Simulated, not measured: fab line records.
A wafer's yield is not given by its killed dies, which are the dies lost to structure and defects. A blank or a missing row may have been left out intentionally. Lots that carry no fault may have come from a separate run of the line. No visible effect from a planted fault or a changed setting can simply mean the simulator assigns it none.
Chamber matching -- flow n5-finfet -- N5_MOL_CONTACT_COAG_ETCH_59 on rie-diel-04: 4 sister chambers
The step etches underlayer in N2/H2, target depth 13 nm, time 10.4 s. 4 wafers are shown with their chamber, then 8 later ones without.

== EACH WAFER AND ITS CHAMBER ==
wafer,chamber,drypump-motor-current-A (A)
L074.6,0,5.8
L088.2,1,6.3
L088.4,3,5.1
L090.1,2,6.1

== WAFERS MISSING THEIR CHAMBER ==
wafer,drypump-motor-current-A (A)
L090.5,5.7
L090.6,6.3
L094.1,6.1
L094.3,6.3
L094.4,5.8
L095.3,6.1
L095.4,5.1
L095.6,5.1

== EACH ONE'S CHAMBER ==
wafer,from the rows above,in truth
L090.5,0,0
L090.6,1,1
L094.1,2,2
L094.3,1,1
L094.4,0,0
L095.3,2,2
L095.4,3,3
L095.6,3,3
Placed correctly: 8 of 8. Number that these rows cannot place: 0. Number placed wrongly: 0.
How it was worked out, from the rows above alone: a wafer's distance from a chamber is the root of the sum, over the readings, of the square of ((its reading less the chamber's mean) divided by the reading's scatter). If the next closest chamber is less than 2 further off than the closest, the wafer can't be placed; otherwise it belongs to the closest. A chamber's mean is the mean of its shown wafers. The scatter: with one shown wafer a chamber, the root of the mean of the squares of how far each hidden wafer lies from its nearest shown one.
